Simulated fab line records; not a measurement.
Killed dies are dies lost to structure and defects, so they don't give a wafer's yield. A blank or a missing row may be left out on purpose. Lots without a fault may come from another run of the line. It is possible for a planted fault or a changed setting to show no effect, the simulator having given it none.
Chamber matching	flow n5_finfet	N5_BEOL_M14_STRIP_37 on rie_diel-06: 4 sister chambers
The step strips in O2. 14 wafers are shown with their chamber, then 7 later ones without.

## WAFERS, EACH WITH ITS CHAMBER
wafer	chamber	drypump_motor_current_A (A)	showerhead_plenum_p_Torr (Torr)	throttle_valve_pct (%)
L074.3	3	6.0	2.08	16.70
L074.4	3	6.0	2.08	16.74
L074.5	2	4.9	2.12	16.82
L081.1	0	5.8	1.99	16.39
L081.3	2	4.9	2.11	16.82
L081.6	0	5.8	1.99	16.39
L088.1	2	4.9	2.11	16.88
L088.2	3	6.0	2.07	16.80
L088.3	1	5.8	2.04	16.52
L087.3	2	4.9	2.11	16.91
L087.4	0	5.7	1.98	16.40
L087.5	0	5.8	1.98	16.39
L092.2	3	6.0	2.07	16.82
L092.4	2	4.9	2.10	16.89

SIGNATURES (averages over the wafers above)
reading	chamber 0	chamber 1	chamber 2	chamber 3	scatter within a chamber
drypump_motor_current_A	5.775	5.800	4.900	6.000	0.0274
showerhead_plenum_p_Torr	1.9850	2.0400	2.1100	2.0750	0.00632
throttle_valve_pct	16.3925	16.5200	16.8640	16.7650	0.0401
Rule: a wafer's distance from a chamber is the root of the sum, over the readings, of the square of ((its reading less the chamber's mean) divided by the reading's scatter). If the next closest chamber is less than 2 further off than the closest, the wafer can't be placed; otherwise it belongs to the closest. The scatter: take each reading less its chamber's mean, square it, sum over the shown wafers, divide by the number of wafers less the number of chambers, and take the root.

## WAFERS WHOSE CHAMBER IS MISSING
wafer	drypump_motor_current_A (A)	showerhead_plenum_p_Torr (Torr)	throttle_valve_pct (%)
L092.6	6.0	2.07	16.82
L093.2	5.7	2.04	16.54
L093.3	6.0	2.07	16.81
L093.6	5.8	1.98	16.45
L096.1	5.8	2.04	16.54
L096.3	4.9	2.10	16.92
L096.5	5.8	1.97	16.46

## CHAMBER TAKEN BY EACH
wafer	from the rows above	in truth
L092.6	3	3
L093.2	1	1
L093.3	3	3
L093.6	0	0
L096.1	1	1
L096.3	2	2
L096.5	0	0
Correctly placed: 7 of 7. Can't be placed from these rows: 0. Number placed wrongly: 0.
